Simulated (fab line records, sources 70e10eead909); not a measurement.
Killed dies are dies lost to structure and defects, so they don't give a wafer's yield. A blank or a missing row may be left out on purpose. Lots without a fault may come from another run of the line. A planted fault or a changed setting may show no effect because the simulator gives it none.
Which tool did it? | flow nand_harc | 23 lots, 69 wafers sampled, at 6 steps of a route of 1159

WHAT THE GAUGES READ, wafer by wafer
The record holds no reading of a measuring or inspecting step that can be judged against a usual standard deviation.

WHICH TOOL RAN EACH LOT (tool, then ch and the chambers of the sampled wafers, then the start)
lot  | NHARC_A_SLIT_DEP_00           | NHARC_A_CONTACT_STRIP_26                      | NHARC_A_BLC_ETCH_17                           | NHARC_A_M1_ETCH_35                 | NHARC_A_M1_ANNEAL_31             | NHARC_A_BONDPAD_ETCH_24
L076 | acl_dep-01 ch 0, day 14 11:20 | rie_diel-01 ch 0,2,3, day 17 22:14 or earlier | rie_diel-10 ch 1,2,3, day 17 22:14 or earlier | rie_diel-08 ch 0,1,2, day 17 22:14 | rtp_anneal-01 ch 0, day 18 00:01 | rie_diel-01 ch 1,2,3, no start
L075 | acl_dep-02 ch 0, day 14 11:43 | rie_diel-11 ch 1,2, day 17 22:37 or earlier   | rie_diel-04 ch 1,2, day 17 22:37 or earlier   | rie_diel-09 ch 0,2,3, day 17 22:37 | rtp_anneal-02 ch 0, day 18 00:26 | rie_diel-07 ch 2,3, no start
L074 | acl_dep-03 ch 0, day 14 12:59 | rie_diel-11 ch 0,2,3, day 18 01:25 or earlier | rie_diel-04 ch 0,1,3, day 18 01:25 or earlier | rie_diel-08 ch 0,1, day 18 01:25   | rtp_anneal-02 ch 0, day 18 03:11 | rie_diel-07 ch 0,2,3, no start
L079 | acl_dep-02 ch 0, day 15 04:28 | rie_diel-11 ch 1,2,3, day 18 04:01 or earlier | rie_diel-03 ch 1,2,3, day 18 04:01 or earlier | rie_diel-09 ch 0,2, day 18 04:01   | rtp_anneal-02 ch 0, day 18 06:01 | rie_diel-11 ch 0,1,3, no start
L080 | acl_dep-01 ch 0, day 15 05:28 | rie_diel-11 ch 0,2,3, day 18 15:07 or earlier | rie_diel-04 ch 2,3, day 18 15:07 or earlier   | rie_diel-09 ch 1,2,3, day 18 15:07 | rtp_anneal-01 ch 0, day 18 16:49 | rie_diel-01 ch 0,3, no start
L078 | acl_dep-03 ch 0, day 15 06:05 | rie_diel-12 ch 0,1,2, day 18 07:16 or earlier | rie_diel-03 ch 2,3, day 18 07:16 or earlier   | rie_diel-05 ch 1,2,3, day 18 07:16 | rtp_anneal-02 ch 0, day 18 09:04 | rie_diel-01 ch 1,2, no start
L077 | acl_dep-02 ch 0, day 15 06:44 | rie_diel-11 ch 0,1, day 18 19:41 or earlier   | rie_diel-03 ch 0,3, day 18 19:41 or earlier   | rie_diel-08 ch 2,3, day 18 19:41   | rtp_anneal-02 ch 0, day 18 21:32 | rie_diel-07 ch 0,1,2, no start
L081 | acl_dep-01 ch 0, day 15 22:49 | rie_diel-12 ch 1,2,3, day 19 05:19 or earlier | rie_diel-04 ch 0,3, day 19 05:19 or earlier   | rie_diel-08 ch 1,2,3, day 19 05:19 | rtp_anneal-02 ch 0, day 19 07:01 | rie_diel-11 ch 1,2,3, day 19 10:37
L083 | acl_dep-01 ch 0, day 16 06:40 | rie_diel-01 ch 0,1,2, day 19 20:43 or earlier | rie_diel-10 ch 1,2,3, day 19 20:43 or earlier | rie_diel-05 ch 1,2,3, day 19 20:43 | rtp_anneal-02 ch 0, day 19 22:36 | rie_diel-11 ch 0,1,3, no start
L082 | acl_dep-02 ch 0, day 16 07:01 | rie_diel-11 ch 0,1,2, day 19 19:24 or earlier | rie_diel-03 ch 1,2, day 19 19:24 or earlier   | rie_diel-08 ch 1,3, day 19 19:24   | rtp_anneal-02 ch 0, day 19 21:08 | rie_diel-11 ch 0,2,3, day 20 00:37
L084 | acl_dep-01 ch 0, day 16 17:37 | rie_diel-11 ch 0,3, day 20 04:55 or earlier   | rie_diel-10 ch 0,1, day 20 04:55 or earlier   | rie_diel-05 ch 0,1, day 20 04:55   | rtp_anneal-01 ch 0, day 20 06:38 | rie_diel-07 ch 0,1, no start
L085 | acl_dep-02 ch 0, day 17 06:55 | rie_diel-11 ch 2,3, day 20 20:16 or earlier   | rie_diel-03 ch 2,3, day 20 20:16 or earlier   | rie_diel-08 ch 0,1,3, day 20 20:16 | rtp_anneal-02 ch 0, day 20 21:55 | rie_diel-07 ch 1,2, no start
L087 | acl_dep-01 ch 0, day 17 07:13 | rie_diel-01 ch 0,1,2, day 21 04:23 or earlier | rie_diel-03 ch 0,1, day 21 04:23 or earlier   | rie_diel-05 ch 1,2,3, day 21 04:23 | rtp_anneal-02 ch 0, day 21 06:11 | rie_diel-07 ch 0,1,2, no start
L086 | acl_dep-03 ch 0, day 17 08:22 | rie_diel-12 ch 1,2, day 20 21:12 or earlier   | rie_diel-10 ch 1,3, day 20 21:12 or earlier   | rie_diel-08 ch 0,2,3, day 20 21:12 | rtp_anneal-02 ch 0, day 20 22:56 | rie_diel-07 ch 2,3, no start
L089 | acl_dep-02 ch 0, day 17 23:56 | rie_diel-01 ch 0,1,3, day 21 20:03 or earlier | rie_diel-10 ch 0,1,2, day 21 20:03 or earlier | rie_diel-08 ch 0,1, day 21 20:03   | rtp_anneal-01 ch 0, day 21 21:49 | rie_diel-07 ch 1,3, no start
L088 | acl_dep-01 ch 0, day 18 00:14 | rie_diel-11 ch 0,1, day 21 23:46 or earlier   | rie_diel-04 ch 0,1,3, day 21 23:46 or earlier | rie_diel-05 ch 0,3, day 21 23:46   | rtp_anneal-02 ch 0, day 22 01:37 | rie_diel-07 ch 1,2, no start
L090 | acl_dep-01 ch 0, day 18 05:31 | rie_diel-11 ch 0,3, day 21 19:23 or earlier   | rie_diel-03 ch 0,1,2, day 21 19:23 or earlier | rie_diel-08 ch 0,1,3, day 21 19:23 | rtp_anneal-01 ch 0, day 21 21:06 | rie_diel-11 ch 1,2,3, day 22 01:12
L091 | acl_dep-02 ch 0, day 18 05:34 | rie_diel-01 ch 1,2, day 21 18:26 or earlier   | rie_diel-04 ch 1,2,3, day 21 18:26 or earlier | rie_diel-09 ch 0,2,3, day 21 18:26 | rtp_anneal-01 ch 0, day 21 20:13 | rie_diel-07 ch 0,1, no start
L092 | acl_dep-03 ch 0, day 18 10:33 | rie_diel-11 ch 0,2, day 22 15:31 or earlier   | rie_diel-04 ch 1,2, day 22 15:31 or earlier   | rie_diel-08 ch 1,2, day 22 15:31   | rtp_anneal-01 ch 0, day 22 17:33 | rie_diel-07 ch 0,1,3, no start
L094 | acl_dep-02 ch 0, day 18 23:22 | rie_diel-11 ch 2,3, day 22 15:39 or earlier   | rie_diel-03 ch 0,2,3, day 22 15:39 or earlier | rie_diel-09 ch 0,1,3, day 22 15:39 | rtp_anneal-02 ch 0, day 22 17:23 | rie_diel-01 ch 1,3, no start
L096 | acl_dep-03 ch 0, day 19 00:28 | rie_diel-01 ch 1,2,3, day 22 15:49 or earlier | rie_diel-10 ch 1,2,3, day 22 15:49 or earlier | rie_diel-09 ch 0,1,3, day 22 15:49 | rtp_anneal-02 ch 0, day 22 17:43 | rie_diel-07 ch 0,1,3, no start
L095 | acl_dep-01 ch 0, day 19 00:47 | rie_diel-11 ch 1,2,3, day 22 18:46 or earlier | rie_diel-03 ch 0,1,2, day 22 18:46 or earlier | rie_diel-09 ch 2,3, day 22 18:46   | rtp_anneal-01 ch 0, day 22 20:32 | rie_diel-07 ch 0,2,3, no start
L097 | acl_dep-03 ch 0, day 20 06:46 | rie_diel-01 ch 0,2,3, day 23 18:18 or earlier | rie_diel-03 ch 0,2, day 23 18:18 or earlier   | rie_diel-09 ch 0,2, day 23 18:18   | rtp_anneal-02 ch 0, day 23 20:05 | rie_diel-07 ch 0,1,3, no start
- NHARC_A_SLIT_DEP_00: deposits aC, target thk 3200 nm.
- NHARC_A_CONTACT_STRIP_26: strips in O2.
- NHARC_A_BLC_ETCH_17: etches the open film in N2/H2, target depth 390 nm, time 609.38 s.
- NHARC_A_M1_ETCH_35: etches the open film in N2/H2, target depth 40 nm, overetch 12 nm, time 43.94 s.
- NHARC_A_M1_ANNEAL_31: time 90 s.
- NHARC_A_BONDPAD_ETCH_24: etches the open film in CF4/N2, target depth 30 nm, time 72.99 s.

WHAT THE TOOLS THEMSELVES READ (means of the sampled wafers that have a number; where no wafer has one, the mark that the record gives instead)
NHARC_A_SLIT_DEP_00. Usual: throttle_valve_pct 35.000 %, standard deviation 0.0091.
lot  | tool       | throttle_valve_pct (%) | flag
L076 | acl_dep-01 | 35.003                 |
L075 | acl_dep-02 | 34.995                 |
L074 | acl_dep-03 | 34.996                 |
L079 | acl_dep-02 | 35.002                 |
L080 | acl_dep-01 | 35.009                 |
L078 | acl_dep-03 | 34.995                 |
L077 | acl_dep-02 | 34.998                 |
L081 | acl_dep-01 | 34.993                 |
L083 | acl_dep-01 | 35.006                 |
L082 | acl_dep-02 | 35.000                 |
L084 | acl_dep-01 | 35.005                 |
L085 | acl_dep-02 | 35.002                 |
L087 | acl_dep-01 | 35.005                 |
L086 | acl_dep-03 | 34.997                 |
L089 | acl_dep-02 | 35.004                 |
L088 | acl_dep-01 | 34.995                 |
L090 | acl_dep-01 | 34.992                 |
L091 | acl_dep-02 | 35.007                 |
L092 | acl_dep-03 | 34.996                 |
L094 | acl_dep-02 | 34.999                 |
L096 | acl_dep-03 | 35.000                 |
L095 | acl_dep-01 | 35.006                 |
L097 | acl_dep-03 | 35.005                 |

NHARC_A_CONTACT_STRIP_26. Usual: drypump_motor_current_A 5.8 A, standard deviation 0.4; oes_product_au 1.002 a.u., standard deviation 0.0069; rf_vpp_V 57.9 V, standard deviation 0.91; showerhead_plenum_p_Torr 3.60 Torr, standard deviation 0.15; throttle_valve_pct 17.036 %, standard deviation 0.0094.
lot  | tool        | drypump_motor_current_A (A) | oes_product_au (a.u.) | rf_vpp_V (V) | showerhead_plenum_p_Torr (Torr) | throttle_valve_pct (%) | flag
L076 | rie_diel-01 | 6.4                         | 1.007                 | 57.4         | 3.48                            | 17.037                 |
L075 | rie_diel-11 | 5.7                         | 0.998                 | 58.4         | 3.60                            | 17.044                 |
L074 | rie_diel-11 | 5.7                         | 1.007                 | 57.4         | 3.53                            | 17.032                 |
L079 | rie_diel-11 | 5.7                         | 1.011                 | 57.3         | 3.54                            | 17.040                 |
L080 | rie_diel-11 | 5.7                         | 1.005                 | 57.8         | 3.53                            | 17.042                 |
L078 | rie_diel-12 | 5.2                         | 1.004                 | 58.3         | 3.75                            | 17.036                 |
L077 | rie_diel-11 | 5.6                         | 0.997                 | 57.9         | 3.72                            | 17.038                 |
L081 | rie_diel-12 | 5.2                         | 1.004                 | 57.7         | 3.75                            | 17.034                 |
L083 | rie_diel-01 | 6.2                         | 1.006                 | 57.4         | 3.43                            | 17.034                 |
L082 | rie_diel-11 | 5.7                         | 1.004                 | 57.8         | 3.58                            | 17.045                 |
L084 | rie_diel-11 | 5.7                         | 0.998                 | 57.7         | 3.65                            | 17.025                 |
L085 | rie_diel-11 | 5.7                         | 0.998                 | 57.7         | 3.41                            | 17.037                 |
L087 | rie_diel-01 | 6.2                         | 1.003                 | 57.2         | 3.43                            | 17.039                 |
L086 | rie_diel-12 | 5.1                         | 1.003                 | 58.1         | 3.70                            | 17.046                 |
L089 | rie_diel-01 | 6.1                         | 1.002                 | 57.5         | 3.66                            | 17.044                 |
L088 | rie_diel-11 | 5.6                         | 1.002                 | 58.6         | 3.70                            | 17.036                 |
L090 | rie_diel-11 | 5.7                         | 1.002                 | 58.1         | 3.65                            | 17.036                 |
L091 | rie_diel-01 | 6.0                         | 1.004                 | 57.5         | 3.52                            | 17.023                 |
L092 | rie_diel-11 | 5.7                         | 1.000                 | 58.3         | 3.45                            | 17.036                 |
L094 | rie_diel-11 | 5.8                         | 1.000                 | 57.6         | 3.40                            | 17.034                 |
L096 | rie_diel-01 | 6.2                         | 0.998                 | 58.1         | 3.55                            | 17.023                 |
L095 | rie_diel-11 | 5.7                         | 1.003                 | 58.0         | 3.53                            | 17.039                 |
L097 | rie_diel-01 | 6.4                         | 0.992                 | 57.6         | 3.64                            | 17.033                 |

NHARC_A_BLC_ETCH_17. Usual: drypump_motor_current_A 5.5 A, standard deviation 0.46; oes_product_au 1.000 a.u., standard deviation 0.0063; rf_vpp_V 430.0 V, standard deviation 2.4; showerhead_plenum_p_Torr 2.03 Torr, standard deviation 0.083; throttle_valve_pct 14.171 %, standard deviation 0.0093.
lot  | tool        | drypump_motor_current_A (A) | oes_product_au (a.u.) | rf_vpp_V (V) | showerhead_plenum_p_Torr (Torr) | throttle_valve_pct (%) | flag
L076 | rie_diel-10 | 5.4                         | 0.996                 | 426.9        | 1.93                            | 14.168                 |
L075 | rie_diel-04 | 5.3                         | 1.006                 | 433.3        | 2.13                            | 14.177                 |
L074 | rie_diel-04 | 5.7                         | 1.006                 | 432.1        | 2.13                            | 14.171                 |
L079 | rie_diel-03 | 5.3                         | 0.995                 | 428.7        | 1.99                            | 14.175                 |
L080 | rie_diel-04 | 5.7                         | 0.994                 | 430.2        | 2.04                            | 14.165                 |
L078 | rie_diel-03 | 5.0                         | 0.992                 | 428.7        | 1.99                            | 14.175                 |
L077 | rie_diel-03 | 5.7                         | 0.999                 | 431.0        | 2.08                            | 14.172                 |
L081 | rie_diel-04 | 6.1                         | 1.004                 | 431.7        | 2.09                            | 14.168                 |
L083 | rie_diel-10 | 5.4                         | 1.002                 | 427.5        | 1.93                            | 14.176                 |
L082 | rie_diel-03 | 5.6                         | 1.001                 | 428.7        | 1.99                            | 14.173                 |
L084 | rie_diel-10 | 5.7                         | 0.998                 | 427.6        | 1.94                            | 14.175                 |
L085 | rie_diel-03 | 5.0                         | 1.000                 | 429.5        | 1.99                            | 14.168                 |
L087 | rie_diel-03 | 6.0                         | 0.995                 | 430.6        | 2.04                            | 14.176                 |
L086 | rie_diel-10 | 5.6                         | 0.997                 | 428.2        | 1.92                            | 14.166                 |
L089 | rie_diel-10 | 5.6                         | 1.003                 | 426.3        | 1.92                            | 14.179                 |
L088 | rie_diel-04 | 5.7                         | 0.997                 | 433.7        | 2.13                            | 14.173                 |
L090 | rie_diel-03 | 5.7                         | 1.000                 | 429.9        | 2.03                            | 14.163                 |
L091 | rie_diel-04 | 5.7                         | 1.007                 | 431.7        | 2.09                            | 14.160                 |
L092 | rie_diel-04 | 5.3                         | 0.999                 | 431.8        | 2.08                            | 14.168                 |
L094 | rie_diel-03 | 5.4                         | 1.000                 | 430.7        | 2.02                            | 14.173                 |
L096 | rie_diel-10 | 5.4                         | 0.999                 | 427.3        | 1.92                            | 14.156                 |
L095 | rie_diel-03 | 5.6                         | 1.003                 | 429.8        | 2.03                            | 14.169                 |
L097 | rie_diel-03 | 5.7                         | 1.003                 | 431.1        | 2.06                            | 14.171                 |

NHARC_A_M1_ETCH_35. Usual: drypump_motor_current_A 5.8 A, standard deviation 0.55; oes_product_au 1.000 a.u., standard deviation 0.0076; rf_vpp_V 432.0 V, standard deviation 2.3; showerhead_plenum_p_Torr 2.10 Torr, standard deviation 0.08; throttle_valve_pct 14.171 %, standard deviation 0.0092.
lot  | tool        | drypump_motor_current_A (A) | oes_product_au (a.u.) | rf_vpp_V (V) | showerhead_plenum_p_Torr (Torr) | throttle_valve_pct (%) | flag
L076 | rie_diel-08 | 6.4                         | 1.005                 | 434.5        | 2.18                            | 14.174                 |
L075 | rie_diel-09 | 5.1                         | 1.004                 | 431.2        | 2.07                            | 14.177                 |
L074 | rie_diel-08 | 6.4                         | 1.000                 | 434.8        | 2.17                            | 14.186                 |
L079 | rie_diel-09 | 5.2                         | 1.005                 | 432.8        | 2.10                            | 14.170                 |
L080 | rie_diel-09 | 5.3                         | 0.995                 | 428.9        | 2.00                            | 14.174                 |
L078 | rie_diel-05 | 5.7                         | 1.003                 | 431.5        | 2.09                            | 14.174                 |
L077 | rie_diel-08 | 6.1                         | 0.993                 | 434.1        | 2.16                            | 14.175                 |
L081 | rie_diel-08 | 6.2                         | 1.001                 | 433.1        | 2.14                            | 14.170                 |
L083 | rie_diel-05 | 5.7                         | 1.003                 | 431.8        | 2.09                            | 14.174                 |
L082 | rie_diel-08 | 6.1                         | 0.998                 | 432.5        | 2.10                            | 14.181                 |
L084 | rie_diel-05 | 6.1                         | 1.000                 | 430.7        | 2.06                            | 14.165                 |
L085 | rie_diel-08 | 6.3                         | 0.998                 | 433.0        | 2.13                            | 14.175                 |
L087 | rie_diel-05 | 5.7                         | 1.006                 | 431.8        | 2.09                            | 14.169                 |
L086 | rie_diel-08 | 6.2                         | 0.995                 | 434.1        | 2.16                            | 14.165                 |
L089 | rie_diel-08 | 6.4                         | 1.002                 | 433.8        | 2.17                            | 14.174                 |
L088 | rie_diel-05 | 5.9                         | 1.003                 | 431.7        | 2.06                            | 14.165                 |
L090 | rie_diel-08 | 6.3                         | 0.995                 | 432.7        | 2.13                            | 14.174                 |
L091 | rie_diel-09 | 5.1                         | 1.003                 | 430.5        | 2.06                            | 14.175                 |
L092 | rie_diel-08 | 6.4                         | 1.004                 | 432.6        | 2.16                            | 14.174                 |
L094 | rie_diel-09 | 5.2                         | 1.003                 | 430.9        | 2.07                            | 14.161                 |
L096 | rie_diel-09 | 5.2                         | 0.998                 | 431.5        | 2.07                            | 14.173                 |
L095 | rie_diel-09 | 5.2                         | 0.991                 | 429.5        | 1.99                            | 14.169                 |
L097 | rie_diel-09 | 5.2                         | 1.004                 | 433.2        | 2.10                            | 14.173                 |

NHARC_A_M1_ANNEAL_31. Usual: anneal_temp_c 225.00 C, standard deviation 0.17; wafer_temp_C_max 226.1, standard deviation 0.54.
lot  | tool          | anneal_temp_c (C) | wafer_temp_C_max | flag
L076 | rtp_anneal-01 | 225.04            | 226.5            |
L075 | rtp_anneal-02 | 225.11            | 225.5            |
L074 | rtp_anneal-02 | 224.91            | 225.8            |
L079 | rtp_anneal-02 | 224.93            | 225.9            |
L080 | rtp_anneal-01 | 224.86            | 226.5            |
L078 | rtp_anneal-02 | 225.15            | 225.6            |
L077 | rtp_anneal-02 | 224.83            | 225.9            |
L081 | rtp_anneal-02 | 225.09            | 226.0            |
L083 | rtp_anneal-02 | 224.99            | 225.6            |
L082 | rtp_anneal-02 | 224.85            | 225.8            |
L084 | rtp_anneal-01 | 225.26            | 226.7            |
L085 | rtp_anneal-02 | 224.87            | 225.6            |
L087 | rtp_anneal-02 | 225.07            | 225.8            |
L086 | rtp_anneal-02 | 224.69            | 225.7            |
L089 | rtp_anneal-01 | 225.13            | 227.1            |
L088 | rtp_anneal-02 | 225.12            | 225.8            |
L090 | rtp_anneal-01 | 225.04            | 226.4            |
L091 | rtp_anneal-01 | 224.96            | 226.9            |
L092 | rtp_anneal-01 | 224.84            | 226.6            |
L094 | rtp_anneal-02 | 225.04            | 225.9            |
L096 | rtp_anneal-02 | 225.01            | 225.6            |
L095 | rtp_anneal-01 | 225.10            | 226.3            |
L097 | rtp_anneal-02 | 224.90            | 225.9            |

NHARC_A_BONDPAD_ETCH_24. Usual: drypump_motor_current_A 6.0 A, standard deviation 0.45; oes_product_au 0.998 a.u., standard deviation 0.0074; rf_vpp_V 314.5 V, standard deviation 2.1; showerhead_plenum_p_Torr 2.65 Torr, standard deviation 0.12; throttle_valve_pct 19.794 %, standard deviation 0.0091.
lot  | tool        | drypump_motor_current_A (A) | oes_product_au (a.u.) | rf_vpp_V (V) | showerhead_plenum_p_Torr (Torr) | throttle_valve_pct (%) | flag
L076 | rie_diel-01 | 6.2                         | 1.005                 | 314.6        | 2.66                            | 19.789                 |
L075 | rie_diel-07 | 6.0                         | 1.004                 | 316.9        | 2.76                            | 19.803                 |
L074 | rie_diel-07 | 5.8                         | 1.001                 | 315.2        | 2.65                            | 19.793                 |
L079 | rie_diel-11 | 5.7                         | 0.990                 | 315.9        | 2.73                            | 19.801                 |
L080 | rie_diel-01 | 6.2                         | 1.003                 | 314.1        | 2.62                            | 19.794                 |
L078 | rie_diel-01 | 6.0                         | 1.011                 | 314.1        | 2.63                            | 19.785                 |
L077 | rie_diel-07 | 5.9                         | 0.994                 | 313.9        | 2.65                            | 19.803                 |
L081 | rie_diel-11 | 5.7                         | 1.002                 | 314.1        | 2.63                            | 19.792                 |
L083 | rie_diel-11 | 5.7                         | 0.996                 | 315.5        | 2.72                            | 19.785                 |
L082 | rie_diel-11 | 5.7                         | 1.007                 | 313.7        | 2.63                            | 19.792                 |
L084 | rie_diel-07 | 5.8                         | 0.986                 | 313.3        | 2.54                            | 19.803                 |
L085 | rie_diel-07 | 6.1                         | 0.991                 | 316.4        | 2.76                            | 19.790                 |
L087 | rie_diel-07 | 6.0                         | 1.002                 | 314.4        | 2.65                            | 19.792                 |
L086 | rie_diel-07 | 6.1                         | 0.998                 | 314.7        | 2.72                            | 19.791                 |
L089 | rie_diel-07 | 6.6                         | 0.991                 | 315.6        | 2.67                            | 19.798                 |
L088 | rie_diel-07 | 6.4                         | 0.990                 | 314.7        | 2.72                            | 19.792                 |
L090 | rie_diel-11 | 5.7                         | 1.009                 | 314.1        | 2.63                            | 19.785                 |
L091 | rie_diel-07 | 6.3                         | 0.997                 | 313.8        | 2.60                            | 19.789                 |
L092 | rie_diel-07 | 6.1                         | 0.991                 | 313.4        | 2.60                            | 19.806                 |
L094 | rie_diel-01 | 5.9                         | 1.000                 | 314.0        | 2.65                            | 19.796                 |
L096 | rie_diel-07 | 6.1                         | 0.996                 | 314.5        | 2.60                            | 19.801                 |
L095 | rie_diel-07 | 5.8                         | 1.001                 | 315.1        | 2.65                            | 19.800                 |
L097 | rie_diel-07 | 6.1                         | 0.992                 | 314.2        | 2.60                            | 19.801                 |

THE ANSWER, worked out from the rows above alone
Rule: a lot is off if the mean of its wafers that have a number lies more than 3 standard deviations from the usual mean. A lot without any number at a reading at which 4 lots or more have one is off too. The other lots that the step has rows for count as sound. The gauges are gone through in route order, then the tools' own readings, and for those a lot's mean is taken as printed above. The first step at which some lot is off is used, and at that step the reading that is off furthest; a lot without a number counts as furthest.
No lot is off at any reading shown: from this, nothing can be told.

WHAT THE SIMULATOR HAD PUT IN
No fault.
